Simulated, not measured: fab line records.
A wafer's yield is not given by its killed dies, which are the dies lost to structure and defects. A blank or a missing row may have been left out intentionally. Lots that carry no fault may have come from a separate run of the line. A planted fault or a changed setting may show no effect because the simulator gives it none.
Problem report, 8D (eight disciplines) form, completed by code + flow nand harc + the parts of the form that need people (team, actions taken, sign-off) are left out

## 1. WHAT WENT WRONG
At NHARC_END_SORT_01, sort_bin_2_pct averages 93.3 % over 3 wafers from 2 lots, while fault-free wafers read 2.7 %, standard deviation 1.2. Measured from the usual mean, that is +75 standard deviations.
The first sign was on wafer L366.3 at day 30 17:11, on prober-02. The record has a number at this step for 6 wafers belonging to 2 lots. Rule for "out" (also "out of limits"): further than 4 standard deviations from the usual mean. The rest of the wafers with a number are treated as sound.

## 2. WHAT THIS IS AND IS NOT
| question                    | is                                                                                                                  | is not                                                                                          |
|-----------------------------|---------------------------------------------------------------------------------------------------------------------|-------------------------------------------------------------------------------------------------|
| which readings at this step | sort_bin_2_pct, defect limited yield, killed at array, killed dies, sort n pass, sort rim yield pct, sort yield pct | killed at other, killed at periphery, killed open, killed short, sort_bin_3_pct, sort_bin_4_pct |
| which lots                  | L366, L368                                                                                                          | -                                                                                               |
| which wafers of those lots  | L366.3, L366.4, L368.6                                                                                              | L366.1, L368.3, L368.5                                                                          |
| read on which gauges        | prober-02                                                                                                           | -                                                                                               |
| when                        | from day 30 17:11                                                                                                   | up to then (1 sound wafer); but 2 sound wafers of L368 came after                               |

## 3. WHAT RULES OUT EACH SUSPECT
Counting: a tool at a process step up to the reading stays a suspect if it ran every lot that is out. Sound lots after the first of them don't rule it out here, since some wafers of a struck lot are sound.
- the gauge at NHARC_END_SORT_01: kept. All the wafers that are out were read on prober-02, and no step on other tools shows them out.
- pecvd-01 at NHARC_A_M0_DEP_00 (deposits SiOC, target thk 150 nm): kept. It ran every lot that is out, first L366 (day 28 19:05).
- plasma asher-02 at NHARC_THIN_TSV_STRIP_62 (strips in N2/H2, time 20 s): kept. It ran every lot that is out, first L366 (day 29 23:36).
pecvd-01 at NHARC_A_M0_DEP_00, plasma asher-02 at NHARC_THIN_TSV_STRIP_62 and prober-02 at NHARC_END_SORT_01 are what is left after counting.

## 4. THE CAUSE (what the simulator had put in)
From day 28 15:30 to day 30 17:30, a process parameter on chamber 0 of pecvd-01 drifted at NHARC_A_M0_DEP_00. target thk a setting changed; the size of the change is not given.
Counting leaves 3 suspects; this tool is one of them.

## 5. THE EFFECT CHAIN, in route order
Each row: a reading where the mean over the struck wafers with a number is more than 3 standard deviations away from the usual. Only readings for which the record gives a usual standard deviation are gone through. hours: the time from each lot's start at the first step in this table that gives one to its start at this step, as a median over the lots. sigmas: the change in usual standard deviations.
| hours | step              | reading              | usual  | on struck wafers | change | sigmas |
|-------|-------------------|----------------------|--------|------------------|--------|--------|
| 0     | NHARC_END_SORT_01 | defect limited yield | 92.3 % | 0.0              | -92.3  | -34    |
| 0     | NHARC_END_SORT_01 | killed at array      | 47     | 670              | +623   | +35    |
| 0     | NHARC_END_SORT_01 | killed dies          | 52     | 677              | +625   | +35    |
| 0     | NHARC_END_SORT_01 | sort_bin_2_pct       | 2.7 %  | 93.3             | +90.6  | +75    |
| 0     | NHARC_END_SORT_01 | sort n pass          | 625    | 0                | -625   | -35    |
| 0     | NHARC_END_SORT_01 | sort rim yield pct   | 89 %   | 0                | -89    | -20    |
| 0     | NHARC_END_SORT_01 | sort yield pct       | 92.3 % | 0.0              | -92.3  | -34    |

## 6. HOW IT WOULD HAVE BEEN CAUGHT EARLIER
50 hours passed between the start of the fault at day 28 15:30 and the first reading out of limits at a measuring or inspecting step in this record, taken at day 30 17:11.
Lots out: 2; all had begun NHARC_A_M0_DEP_00 on pecvd-01 by day 30 17:11. A hold on the tool at that time would have spared none of them.
